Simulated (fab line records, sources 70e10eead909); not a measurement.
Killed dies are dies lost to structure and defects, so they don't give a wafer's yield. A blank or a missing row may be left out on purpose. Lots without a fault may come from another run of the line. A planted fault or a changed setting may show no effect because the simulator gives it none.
fab line records | flow nand_harc
record lots=6 wafers=18 last_day=33
route steps=1302 shown A_CONTACT@992 END@1302
lots that met no fault: from a run of the same line without faults
start_h: hours from the record's first day to the start of the lot's first wafer shown | wait_h: hours since the lot's step before | " the same as in the row above | L1.1+2: a row that stands for several wafers | - no value, or no start given | * or withheld: withheld | < > ~ a bound
route shown NAME@n: a module of which the file shows steps, and the number in the route of the first | usual: mean/standard deviation of fault-free wafers | same: alike in all rows | chamber/n: place in a boat | sites: the reading at each site | _std_site: their standard deviation | _edge_site: outer sites' mean less inner sites' | radius_mm: how far each site lies from the wafer's centre | mask NAME#n: copy n | behind: the tool/chamber that last shaped the wafer | hold: why the lot was held/for how many hours/how that ended | device: the transistor (n, p or np) that didn't switch | end of line: the same wafers' tests at the end of the route | a step without rows: its recipe alone | killed: dies lost to structure and defects at the first sort, not the wafer's yield | map: a wafer's dies, x killed, . not, _ none there
set.NAME: the setting as run; set.NAME@STEP: as run at that earlier step | model.NAME: the simulator's own value behind a step, which no gauge read
lots at some steps of the route; a table a step, a row a wafer
services: from which hour (start_h, from the record's first day; less than 0 if before it) a tool's chamber was out of use, for how many hours, and why
## steps
# step NHARC_A_CONTACT_SOFTBAKE_37
# recipe temp_c=105 time_s=55
# step NHARC_A_CONTACT_EBR_38
# step NHARC_A_CONTACT_EXPOSE_39
# recipe na=1.35 sigma_outer=0.8 dose_mj=58.79 mask_id=A_CC_3
# step NHARC_A_CONTACT_PEB_40
# recipe peb_temp_c=100 peb_time_s=65
# step NHARC_A_CONTACT_DEVELOP_41
# recipe develop_time_s=35 dev_temp_c=23
# step NHARC_A_CONTACT_CD_MEAS_42
# recipe target_cd_nm=300 landing_energy_ev=500
# usual cd_nm=299.8/0.62
# columns lot.wafer tool chamber start_h wait_h cd_nm
L414.1 cd_sem-03 0 491.42 - 300.0
L414.3 " 0 " " 299.0
L414.5 " 0 " " 299.8
L415.1 cd_sem-01 0 501.87 - 300.5
L415.2 " 0 " " 299.6
L415.3 " 0 " " 299.5
L417.2 cd_sem-02 0 520.75 - 300.5
L417.4 " 0 " " 299.7
L417.6 " 0 " " 300.2
L416.2 cd_sem-01 0 520.91 - 300.4
L416.3 " 0 " " 299.5
L416.4 " 0 " " 300.5
L428.1 cd_sem-03 0 627.18 - 300.2
L428.3 " 0 " " 299.4
L428.6 " 0 " " 300.8
L434.1 cd_sem-01 0 710.02 - 299.4
L434.2 " 0 " " 299.3
L434.6 " 0 " " 299.9
# step NHARC_A_CONTACT_OVL_MEAS_43
# usual overlay_x_nm=0.0/0.85 overlay_y_nm=-0.2/0.82
# columns lot.wafer tool chamber start_h wait_h overlay_x_nm overlay_y_nm
L414.1 overlay-02 - 491.51 - 0.2 -0.9
L414.3 " - " " -0.3 -1.5
L414.5 " - " " 0.2 -1.5
L415.1 overlay-01 - 501.96 - 1.3 -1.1
L415.2 " - " " 1.5 -0.7
L415.3 " - " " 1.1 -0.8
L417.2 overlay-02 - 520.84 - -0.5 -0.9
L417.4 " - " " -0.8 -0.1
L417.6 " - " " -0.1 -0.8
L416.2 overlay-01 - 520.99 - -0.8 0.3
L416.3 " - " " -1.1 0.6
L416.4 " - " " -0.6 0.2
L428.1 overlay-02 - 627.27 - -0.8 -1.2
L428.3 " - " " 0.1 -1.3
L428.6 " - " " -0.3 -1.2
L434.1 overlay-01 - 710.11 - -0.4 0.2
L434.2 " - " " -0.8 0.0
L434.6 " - " " -0.5 0.6
# step NHARC_A_CONTACT_INSPECT_44
# usual raw_defect_count=85/36
# columns lot.wafer tool chamber start_h wait_h raw_defect_count
L414.1 defect_inspect-01 - 491.55 0.0 18
L414.3 " - " " 14
L414.5 " - " " 11
L415.1 defect_inspect-01 - 501.99 0.0 172
L415.2 " - " " 160
L415.3 " - " " 141
L417.2 defect_inspect-01 - 520.88 0.0 17
L417.4 " - " " 20
L417.6 " - " " 21
L416.2 defect_inspect-02 - 521.03 0.0 99
L416.3 " - " " 110
L416.4 " - " " 123
L428.1 defect_inspect-01 - 627.30 0.0 75
L428.3 " - " " 76
L428.6 " - " " 74
L434.1 defect_inspect-01 - 710.14 0.0 80
L434.2 " - " " 90
L434.6 " - " " 81
# step NHARC_A_CONTACT_DESCUM_47
# recipe time_s=3 o2_flow_sccm=200 ar_flow_sccm=0 bias_power_w=0 chemistry=O2
# usual drypump_motor_current_A=5.8/0.6 oes_product_au=1.000/0.014 rf_vpp_V=57.8/0.91 showerhead_plenum_p_Torr=1.92/0.065 throttle_valve_pct=11.310/0.0088
# columns lot.wafer tool chamber start_h wait_h drypump_motor_current_A oes_product_au rf_hours_counter_h rf_vpp_V showerhead_plenum_p_Torr throttle_valve_pct
L414.1 rie_diel-07 2 491.61 0.1 6.6 0.995 2 58.7 1.99 11.319
L414.3 " 3 " " 5.4 1.001 2 57.5 1.91 11.317
L414.5 " 3 " " 5.4 1.007 - 56.3 1.91 11.301
L415.1 rie_diel-07 2 502.07 0.1 6.6 0.991 4 58.6 1.99 11.301
L415.2 " 3 " " 5.4 1.016 4 57.1 1.91 11.304
L415.3 " 1 " " 4.9 0.993 4 57.6 1.86 11.303
L417.4 rie_diel-07 2 520.94 0.1 6.6 0.986 8 57.8 1.99 11.301
L417.2 " 3 " " 5.4 1.002 7 57.4 1.91 11.305
L417.6 " 1 " " 4.9 1.002 - 57.7 1.86 11.311
L416.2 rie_diel-07 2 521.09 0.1 6.6 0.985 8 58.1 1.99 11.312
L416.3 " 0 " " 5.7 1.005 7 57.5 1.85 11.328
L416.4 " 1 " " 4.9 0.999 8 58.0 1.86 11.300
L428.1 rie_diel-07 2 627.36 0.1 6.6 0.986 25 57.3 1.99 11.319
L428.3 " 0 " " 5.7 0.981 19 58.7 1.85 11.308
L428.6 " 2 " " 6.6 0.977 - 58.1 1.99 11.310
L434.1 rie_diel-07 1 710.20 0.1 4.9 0.998 7 57.8 1.85 11.314
L434.2 " 0 " " 5.7 0.988 7 58.4 1.85 11.308
L434.6 " 1 " " 4.9 0.995 - 57.2 1.85 11.308
# step NHARC_A_CONTACT_ETCH_48
# recipe target_depth_a=390 over_etch_frac=0.3 time_s=65 ion_energy_ev=80 cf4_flow_sccm=150 ar_flow_sccm=0 rf_w=300 bias_w=100 chemistry=CF4
# usual bias_w=99.98/0.3 drypump_motor_current_A=5.8/0.6 oes_product_au=1.001/0.015 rf_vpp_V=151.4/0.97 showerhead_plenum_p_Torr=1.77/0.056 throttle_valve_pct=13.284/0.0092
# columns lot.wafer tool chamber start_h wait_h bias_w drypump_motor_current_A oes_product_au rf_hours_counter_h rf_vpp_V showerhead_plenum_p_Torr throttle_valve_pct
L414.3 rie_diel-07 3 491.70 0.1 100.30 5.4 1.003 2 151.0 1.77 13.286
L414.1 " 0 " " 99.55 5.7 1.005 2 150.3 1.72 13.288
L414.5 " 3 " " 100.41 5.4 0.998 - 150.3 1.77 13.276
L415.2 rie_diel-07 1 502.16 0.1 99.88 4.9 1.004 5 151.6 1.73 13.295
L415.3 " 3 " " 99.83 5.4 1.009 4 150.9 1.77 13.296
L415.1 " 0 " " 99.99 5.7 1.008 4 150.3 1.72 13.296
L417.4 rie_diel-07 0 521.02 0.1 99.99 5.7 1.001 7 150.4 1.72 13.270
L417.2 " 3 " " 100.08 5.4 1.010 7 150.8 1.77 13.281
L417.6 " 1 " " 99.67 4.9 0.995 - 150.9 1.72 13.273
L416.4 rie_diel-07 0 521.35 0.2 100.41 5.7 0.987 8 151.1 1.72 13.284
L416.2 " 1 " " 100.13 5.0 0.984 9 152.1 1.72 13.274
L416.3 " 2 " " 100.03 6.6 0.994 8 152.5 1.84 13.278
L428.3 rie_diel-07 0 627.92 0.5 100.12 5.7 0.984 19 151.6 1.71 13.279
L428.1 " 2 " " 99.94 6.6 0.994 25 151.4 1.83 13.256
L428.6 " 0 " " 100.37 5.8 0.998 - 151.0 1.71 13.277
L434.2 rie_diel-07 3 710.29 0.1 100.06 5.4 1.008 7 151.3 1.76 13.276
L434.1 " 1 " " 99.64 4.9 0.988 7 150.9 1.72 13.294
L434.6 " 0 " " 100.29 5.7 0.962 - 151.0 1.71 13.294
# step NHARC_A_CONTACT_ETCH_49
# recipe target_depth_a=2600 over_etch_frac=0.3 time_s=475.3 ion_energy_ev=200 n2_flow_sccm=150 h2_flow_sccm=150 ar_flow_sccm=0 rf_w=400 bias_w=150 chemistry=N2/H2
# usual bias_w=150.0/0.39 drypump_motor_current_A=5.8/0.58 oes_product_au=1.001/0.016 rf_vpp_V=430.8/2.1 showerhead_plenum_p_Torr=2.05/0.071 throttle_valve_pct=14.171/0.0086
# columns lot.wafer tool chamber start_h wait_h bias_w drypump_motor_current_A oes_product_au rf_hours_counter_h rf_vpp_V showerhead_plenum_p_Torr throttle_valve_pct
L414.3 rie_diel-07 3 - - 150.0 5.4 1.003 2 430.2 2.04 14.168
L414.1 " 0 " " 150.1 5.7 1.009 2 429.2 1.98 14.179
L414.5 " 0 " " 149.9 5.7 0.996 - 428.2 1.98 14.158
L415.1 rie_diel-07 1 - - 150.7 4.9 0.988 5 430.1 1.98 14.174
L415.2 " 2 " " 149.6 6.6 0.986 4 434.6 2.13 14.176
L415.3 " 3 " " 150.4 5.4 1.002 4 430.5 2.04 14.175
L417.4 rie_diel-07 1 - - 149.6 4.9 1.000 8 429.2 1.98 14.171
L417.2 " 3 " " 150.0 5.4 1.013 7 431.2 2.04 14.181
L417.6 " 2 " " 150.3 6.6 0.996 - 432.5 2.13 14.150
L416.2 rie_diel-07 0 - - 149.7 5.8 0.999 8 427.5 1.97 14.187
L416.4 " 1 " " 149.2 5.0 0.992 9 429.2 1.98 14.172
L416.3 " 2 " " 149.5 6.7 0.987 9 433.1 2.13 14.183
L428.1 rie_diel-07 3 - - 150.3 5.4 1.011 21 429.9 2.03 14.167
L428.3 " 0 " " 149.3 5.8 0.983 19 428.9 1.97 14.170
L428.6 " 3 " " 150.8 5.4 1.013 - 430.5 2.03 14.179
L434.2 rie_diel-07 0 - - 150.2 5.8 0.972 7 428.1 1.97 14.175
L434.1 " 1 " " 150.2 5.0 0.993 7 429.1 1.97 14.171
L434.6 " 2 " " 149.9 6.7 0.998 - 432.5 2.12 14.168
# step NHARC_A_CONTACT_ETCH_50
# recipe target_depth_a=1210 time_s=60.5 cf4_flow_sccm=100 chf3_flow_sccm=30 ar_flow_sccm=0 rf_w=500 bias_w=200 chemistry=CF4/CHF3
# usual bias_w=200.0/0.57 drypump_motor_current_A=5.8/0.6 oes_product_au=0.951/0.024 rf_vpp_V=370.8/1.9 showerhead_plenum_p_Torr=1.58/0.049 throttle_valve_pct=16.804/0.0093
# columns lot.wafer tool chamber start_h wait_h bias_w drypump_motor_current_A oes_product_au rf_hours_counter_h rf_vpp_V showerhead_plenum_p_Torr throttle_valve_pct
L414.1 rie_diel-07 1 - - 200.1 4.9 0.970 3 369.2 1.54 16.798
L414.3 " 3 " " 200.1 5.4 0.975 2 370.6 1.57 16.783
L414.5 " 2 " " 199.8 6.6 0.945 - 371.4 1.64 16.785
L415.2 rie_diel-07 0 - - 200.3 5.7 0.984 4 368.7 1.53 16.813
L415.3 " 1 " " 200.0 4.9 0.959 5 369.6 1.53 16.808
L415.1 " 3 " " 199.1 5.4 0.955 4 370.7 1.57 16.786
L417.4 rie_diel-07 2 - - 199.8 6.6 0.961 9 372.3 1.63 16.809
L417.2 " 3 " " 200.2 5.4 0.981 8 370.3 1.57 16.795
L417.6 " 1 " " 199.4 4.9 0.962 - 368.8 1.53 16.793
L416.3 rie_diel-07 2 - - 200.1 6.7 0.944 10 373.2 1.63 16.788
L416.4 " 0 " " 199.7 5.7 0.953 8 368.8 1.53 16.809
L416.2 " 1 " " 200.6 4.9 0.944 10 370.0 1.53 16.805
L428.1 rie_diel-07 1 - - 199.5 4.9 0.911 24 368.9 1.53 16.821
L428.3 " 3 " " 199.5 5.4 0.939 21 371.4 1.57 16.793
L428.6 " 1 " " 200.1 4.9 0.916 - 368.7 1.53 16.823
L434.2 rie_diel-07 2 - - 200.3 6.6 0.929 7 372.6 1.63 16.802
L434.1 " 3 " " 200.2 5.4 0.955 7 370.4 1.57 16.803
L434.6 " 2 " " 199.7 6.6 0.926 - 373.6 1.63 16.810
# step NHARC_A_CONTACT_ETCH_51
# recipe target_depth_a=70000 over_etch_frac=0.3 time_s=1820 ion_energy_ev=150 o2_flow_sccm=400 cos_flow_sccm=20 ar_flow_sccm=0 rf_w=500 bias_w=300 chemistry=O2/COS
# usual bias_w=300.1/0.89 drypump_motor_current_A=5.8/0.6 oes_product_au=1.001/0.014 rf_vpp_V=314.4/1.6 showerhead_plenum_p_Torr=3.13/0.099 throttle_valve_pct=28.330/0.0088
# columns lot.wafer tool chamber start_h wait_h bias_w drypump_motor_current_A oes_product_au rf_hours_counter_h rf_vpp_V showerhead_plenum_p_Torr throttle_valve_pct
L414.3 rie_diel-07 0 492.22 - 301.3 5.7 1.013 2 313.8 3.03 28.333
L414.1 " 1 " " 298.7 4.9 0.998 3 314.5 3.05 28.322
L414.5 " 1 " " 300.6 4.9 0.998 - 312.8 3.05 28.319
L415.2 rie_diel-07 3 502.68 - 298.5 5.4 1.009 4 313.9 3.12 28.324
L415.3 " 0 " " 298.8 5.7 1.000 5 311.9 3.03 28.325
L415.1 " 2 " " 300.4 6.6 0.988 5 316.4 3.24 28.325
L417.4 rie_diel-07 1 521.74 - 300.8 4.9 0.990 9 314.5 3.04 28.337
L417.2 " 0 " " 300.3 5.7 0.829 8 312.7 3.03 28.335
L417.6 " 1 " " 299.5 4.9 0.999 - 314.3 3.04 28.332
L416.4 rie_diel-07 3 522.73 - 301.3 5.4 1.011 8 315.5 3.12 28.333
L416.2 " 0 " " 299.8 5.7 0.822 9 312.7 3.03 28.312
L416.3 " 1 " " 300.5 4.9 0.999 10 314.1 3.04 28.336
L428.1 rie_diel-07 3 628.70 - 301.7 5.4 1.012 21 314.0 3.11 28.341
L428.3 " 0 " " 300.3 5.7 0.982 20 311.6 3.02 28.320
L428.6 " 2 " " 301.4 6.6 0.987 - 316.0 3.23 28.333
L434.2 rie_diel-07 1 711.07 - 301.3 4.9 0.999 8 313.7 3.03 28.341
L434.1 " 2 " " 299.6 6.6 0.991 7 316.1 3.23 28.317
L434.6 " 0 " " 300.7 5.7 0.987 - 313.3 3.02 28.333
# step NHARC_A_CONTACT_ETCH_111
# recipe source_w=withheld pressure_mtorr=20 bias_v=withheld time_s=140 target_depth_a=7000 ar_flow_sccm=withheld c4f8_flow_sccm=withheld o2_flow_sccm=withheld chemistry=C4F8/O2/Ar
# columns lot.wafer tool chamber start_h wait_h rf_hours_counter_h
L414.1 har_cap_etch-01 1 493.48 - 130
L414.3 " 0 " " -
L414.5 " 1 " " -
L415.1 har_cap_etch-03 1 503.90 - 39
L415.2 " 0 " " 39
L415.3 " 1 " " -
L417.2 har_cap_etch-03 0 522.99 - 45
L417.4 " 1 " " -
L417.6 " 1 " " -
L416.2 har_cap_etch-02 1 523.81 - 87
L416.3 " 1 " " -
L416.4 " 0 " " -
L428.1 har_cap_etch-01 0 629.69 - 19
L428.3 " 1 " " -
L428.6 " 1 " " -
L434.1 har_cap_etch-01 0 712.01 - 34
L434.2 " 1 " " 34
L434.6 " 0 " " -
# step NHARC_END_SORT_01
# recipe temp_c=25
# usual killed_at_array=59/20 killed_at_other=0.8/1.1 killed_at_periphery=5/3.1 killed_dies=64/21 killed_open=3.4/1.9 killed_short=2.3/1.7
# same gross_dies=677
# columns lot.wafer tool chamber start_h wait_h killed_at_array killed_at_other killed_at_periphery killed_dies killed_open killed_short
L414.1 prober-02 0 560.76 2.5 27 0 3 30 4 5
L414.3 prober-02 0 562.36 3.1 24 1 5 30 4 3
L414.5 prober-02 0 563.96 3.7 17 0 1 18 3 1
L417.2 prober-01 0 588.29 2.8 672 1 4 677 2 3
L416.2 prober-02 0 588.34 2.8 673 0 2 675 4 1
L434.1 prober-02 0 780.27 2.5 62 2 9 73 3 5
L434.2 prober-02 0 781.07 2.8 52 1 5 58 7 3
L434.6 prober-02 0 784.30 4.0 59 3 7 69 3 2
# killed by level:class
L414.1 A_CHANNEL_HOLE_D2:chamber_film_flake=7 A_CONTACT:chamber_film_flake=4 A_CHANNEL_FILL_D1:geometric_particle:short=2 P_M0:chamber_film_flake=2 A_CHANNEL_HOLE_D1:chamber_film_flake=2 A_STAIRCASE:chamber_film_flake=2 A_WL_FILL:chamber_film_flake=2 A_SGD_CUT:geometric_particle:open=1
L414.3 A_CONTACT:chamber_film_flake=8 A_CHANNEL_HOLE_D2:chamber_film_flake=7 A_CHANNEL_FILL_D2:chamber_film_flake=2 A_WL_FILL:chamber_film_flake=2 P_GATE:geometric_particle:open=1 P_GATE:geometric_particle:short=1 A_ONON_D1:geometric_particle:short=1 A_CHANNEL_FILL_D1:geometric_particle:open=1
L414.5 A_CHANNEL_HOLE_D2:chamber_film_flake=6 A_CONTACT:chamber_film_flake=6 P_M0:geometric_particle:open=1 A_ONON_D2:geometric_particle:short=1 A_WL_FILL:geometric_particle:open=1 A_CONTACT:geometric_particle:open=1 A_CHANNEL_HOLE_D1:chamber_film_flake=1 A_WL_FILL:chamber_film_flake=1
L417.2 A_CONTACT:area_etch=658 A_CHANNEL_HOLE_D2:chamber_film_flake=7 A_CHANNEL_FILL_D1:geometric_particle:short=2 P_GATE:chamber_film_flake=2 P_STI:geometric_particle:open=1 A_DECK1_JOINT:geometric_particle:short=1 A_CHANNEL_FILL_D2:geometric_particle:open=1 P_STI:chamber_film_flake=1
L416.2 A_CONTACT:area_etch=594 A_SLIT:chamber_film_flake=34 A_CHANNEL_HOLE_D2:chamber_film_flake=32 A_STAIRCASE:chamber_film_flake=8 P_CONTACT:geometric_particle:open=1 A_ONON_D1:geometric_particle:short=1 A_ONON_D2:geometric_particle:open=1 A_CONTACT:geometric_particle:open=1
L434.1 A_CHANNEL_HOLE_D2:chamber_film_flake=29 A_SLIT:chamber_film_flake=12 A_CHANNEL_HOLE_D1:chamber_film_flake=8 A_CONTACT:chamber_film_flake=5 P_GATE:chamber_film_flake=4 A_ZERO_WELL:chamber_film_flake=3 THIN_TSV:chamber_film_flake=2 P_CONTACT:geometric_particle:short=1
L434.2 A_CHANNEL_HOLE_D2:chamber_film_flake=16 A_CHANNEL_HOLE_D1:chamber_film_flake=9 A_SLIT:chamber_film_flake=8 A_CONTACT:chamber_film_flake=7 A_WL_FILL:chamber_film_flake=3 A_CHANNEL_FILL_D1:geometric_particle:short=2 A_CHANNEL_FILL_D1:geometric_particle:open=2 P_GATE:chamber_film_flake=2
L434.6 A_CHANNEL_HOLE_D2:chamber_film_flake=34 A_CHANNEL_HOLE_D1:chamber_film_flake=10 A_SLIT:chamber_film_flake=8 A_WL_FILL:chamber_film_flake=2 P_ZERO_WELL:chamber_film_flake=2 THIN_TSV:chamber_film_flake=2 P_GATE:geometric_particle:short=1 P_CONTACT:geometric_particle:short=1
# map L416.2 (x killed, . not)
____________x____________
_________xxxxxxx_________
_______xxxxxxxxxxx_______
______xxxxxxxxxxxxx______
_____xxxxxxxxxxxxxxx_____
____xxxxxxxxxxxxxxxxx____
____xxxxxxxxxxxxxxxxx____
___xxxxxxxxxxxxxxxxxxx___
___xxxxxxxxxxxxxxxxxxx___
__xxxxxxxxxxxxxxxxxxxxx__
__xxxxxxxxxxxxxxxxxxxxx__
_xxxxxxxxxxxxxxxxxxxxxxx_
_xxxxxxxxxxxxxxxxxxxxxxx_
_xxxxxxxxxxxxxxxxxxxxxxx_
_xxxxxxxxxxxxxxxxxxxxxxx_
_xxxxxxxxxxxxxxxxxxxxxxx_
xxxxxxxxxxxxxxxxxxxxxxxxx
xxxxxxxxxxxxxxxxxxxxxxxxx
xxxxxxxxxxxxxxxxxxxxxxxxx
xxxxxxxxxxxxx.xxxxxxxxxxx
xxxxxxxxxxxxxxxxxxxxxxxxx
_xxxxxxxxxxxxxxxxxxxxxxx_
_xxxxxxxxxxxxxx.xxxxxxxx_
_xxxxxxxxxxxxxxxxxxxxxxx_
_xxxxxxxxxxxxxxxxxxxxxxx_
_xxxxxxxxxxxxxxxxxxxxxxx_
__xxxxxxxxxxxxxxxxxxxxx__
__xxxxxxxxxxxxxxxxxxxxx__
___xxxxxxxxxxxxxxxxxxx___
___xxxxxxxxxxxxxxxxxxx___
____xxxxxxxxxxxxxxxxx____
____xxxxxxxxxxxxxxxxx____
_____xxxxxxxxxxxxxxx_____
______xxxxxxxxxxxxx______
_______xxxxxxxxxxx_______
_________xxxxxxx_________
____________x____________
# map L417.2 (x killed, . not)
____________x____________
_________xxxxxxx_________
_______xxxxxxxxxxx_______
______xxxxxxxxxxxxx______
_____xxxxxxxxxxxxxxx_____
____xxxxxxxxxxxxxxxxx____
____xxxxxxxxxxxxxxxxx____
___xxxxxxxxxxxxxxxxxxx___
___xxxxxxxxxxxxxxxxxxx___
__xxxxxxxxxxxxxxxxxxxxx__
__xxxxxxxxxxxxxxxxxxxxx__
_xxxxxxxxxxxxxxxxxxxxxxx_
_xxxxxxxxxxxxxxxxxxxxxxx_
_xxxxxxxxxxxxxxxxxxxxxxx_
_xxxxxxxxxxxxxxxxxxxxxxx_
_xxxxxxxxxxxxxxxxxxxxxxx_
xxxxxxxxxxxxxxxxxxxxxxxxx
xxxxxxxxxxxxxxxxxxxxxxxxx
xxxxxxxxxxxxxxxxxxxxxxxxx
xxxxxxxxxxxxxxxxxxxxxxxxx
xxxxxxxxxxxxxxxxxxxxxxxxx
_xxxxxxxxxxxxxxxxxxxxxxx_
_xxxxxxxxxxxxxxxxxxxxxxx_
_xxxxxxxxxxxxxxxxxxxxxxx_
_xxxxxxxxxxxxxxxxxxxxxxx_
_xxxxxxxxxxxxxxxxxxxxxxx_
__xxxxxxxxxxxxxxxxxxxxx__
__xxxxxxxxxxxxxxxxxxxxx__
___xxxxxxxxxxxxxxxxxxx___
___xxxxxxxxxxxxxxxxxxx___
____xxxxxxxxxxxxxxxxx____
____xxxxxxxxxxxxxxxxx____
_____xxxxxxxxxxxxxxx_____
______xxxxxxxxxxxxx______
_______xxxxxxxxxxx_______
_________xxxxxxx_________
____________x____________
## services
# columns tool chamber start_h hours kind
rie_diel-07 - 471.20 9.0 pm
rie_diel-07 0 471.20 9.0 vent_cycle
rie_diel-07 1 471.20 9.0 vent_cycle
rie_diel-07 2 471.20 9.0 vent_cycle
rie_diel-07 3 471.20 9.0 vent_cycle
rie_diel-07 0 480.20 - clean
rie_diel-07 1 480.20 - clean
rie_diel-07 2 480.20 - clean
rie_diel-07 3 480.20 - clean
har_cap_etch-01 - 481.11 0.4 repair
har_cap_etch-01 - 497.42 17.0 pm
rie_diel-07 0 505.26 - clean
rie_diel-07 1 505.26 - clean
rie_diel-07 2 505.26 - clean
rie_diel-07 3 505.26 - clean
rie_diel-07 0 529.76 - clean
rie_diel-07 1 529.76 - clean
rie_diel-07 2 529.76 - clean
rie_diel-07 3 529.76 - clean
rie_diel-07 0 554.37 - clean
rie_diel-07 1 554.37 - clean
rie_diel-07 2 554.37 - clean
rie_diel-07 - 648.20 9.0 pm
har_cap_etch-03 - 675.17 0.9 repair
## key
first_sign step=NHARC_A_CONTACT_ETCH_51 reading=oes_product_au direction=down sigmas=12 usual=1.001 struck=0.826
effect step=NHARC_END_SORT_01 reading=killed_at_array direction=up sigmas=31 usual=59 struck=672
more_kills_born_at NHARC_A_CONTACT_ETCH_51@rie_diel-07=1252
met_at NHARC_A_CONTACT_ETCH_51
struck_wafers L416.2,L417.2
later_rows_left_out L416.2,L417.2
tester_left_out L416,L417
fault kind=process_parameter_drift tool=rie_diel-07 chamber=0 onset_h=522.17 steps=NHARC_A_CONTACT_ETCH_51 channel=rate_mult offset=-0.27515 shape=step end_h=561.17
# tester_left_out: of these lots the tester's yield and bins aren't shown, on N5 and GAA mostly nor the transistor test; their killed dies are dies lost to structure and defects alone, not to doping, threshold or leakage, so they don't give the yield
# later_rows_left_out: the simulator's readings of these wafers behind a module that went badly wrong aren't trusted and aren't shown, but for the sort
